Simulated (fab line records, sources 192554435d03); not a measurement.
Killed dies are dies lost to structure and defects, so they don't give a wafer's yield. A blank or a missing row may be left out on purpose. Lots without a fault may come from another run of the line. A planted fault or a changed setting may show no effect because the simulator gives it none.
Split-lot experiment | flow n5_finfet | 7 lots, 21 wafers read, on a route of 1938 steps

THE SPLIT
At N5_DUMMY_GATE_CVD_03 (deposits a-Si from SiH4, target thk 150 nm, time 8042 s), the setting temp_c was moved away from the recipe's 530 C on 15 of the 21 wafers read, by -3.8% to +3.9%. The other wafers ran this setting at the recipe's value.

The reading is taken at the split's own step.

THE READING
a-Si_of_DUMMY_GATE_CVD_03.thk_nm (the simulator's own value, which no gauge read), in nm, at N5_DUMMY_GATE_CVD_03 (deposits a-Si from SiH4, target thk 150 nm, time 8042 s). The file gives no usual value for it. The 6 wafers here that ran the recipe average 149.5 nm, standard deviation 1.1 nm.

wafer  | tool, chamber at the split | temp_c as run, C | against the recipe | a-Si_of_DUMMY_GATE_CVD_03.thk_nm, nm | against lot-mates on the recipe
L077.3 | -, -                       | 512.3            | -3.3%              | 88.8                                 | no lot-mate on the recipe
L077.5 | -, -                       | 512.3            | -3.3%              | 88.2                                 | no lot-mate on the recipe
L077.6 | -, -                       | 512.3            | -3.3%              | 87                                   | no lot-mate on the recipe
L078.1 | -, -                       | 509.8            | -3.8%              | 80.8                                 | no lot-mate on the recipe
L078.2 | -, -                       | 509.8            | -3.8%              | 80.6                                 | no lot-mate on the recipe
L078.4 | -, -                       | 509.8            | -3.8%              | 80                                   | no lot-mate on the recipe
L079.1 | -, -                       | 513.6            | -3.1%              | 94                                   | no lot-mate on the recipe
L079.2 | -, -                       | 513.6            | -3.1%              | 93                                   | no lot-mate on the recipe
L079.6 | -, -                       | 513.6            | -3.1%              | 93.4                                 | no lot-mate on the recipe
L082.4 | -, -                       | 519.4            | -2.0%              | 108.2                                | no lot-mate on the recipe
L082.5 | -, -                       | 519.4            | -2.0%              | 109.2                                | no lot-mate on the recipe
L082.6 | -, -                       | 519.4            | -2.0%              | 107.4                                | no lot-mate on the recipe
L085.2 | lpcvd-02, 0/20             | 530              | recipe             | 150.4                                | -
L085.3 | lpcvd-02, 0/25             | 530              | recipe             | 149.6                                | -
L085.6 | lpcvd-02, 0/39             | 530              | recipe             | 151.2                                | -
L088.3 | -, -                       | 550.6            | +3.9%              | 262.8                                | no lot-mate on the recipe
L088.4 | -, -                       | 550.6            | +3.9%              | 263                                  | no lot-mate on the recipe
L088.5 | -, -                       | 550.6            | +3.9%              | 263.8                                | no lot-mate on the recipe
L090.4 | -, -                       | 530              | recipe             | 148                                  | -
L090.5 | -, -                       | 530              | recipe             | 149                                  | -
L090.6 | -, -                       | 530              | recipe             | 148.8                                | -

THE FIT
A straight line over all 21 wafers: a-Si_of_DUMMY_GATE_CVD_03.thk_nm changes by +23.2 nm for each +1% of temp_c; r = +0.99; the points scatter about the line by 9.3 nm.
Too few moved wafers have a lot-mate on the recipe to fit a line with each lot's own level taken away.

THE FILE'S OWN FIT
a-Si_of_DUMMY_GATE_CVD_03.thk_nm changes by +23.2 nm for each +1% of temp_c, r = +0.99.
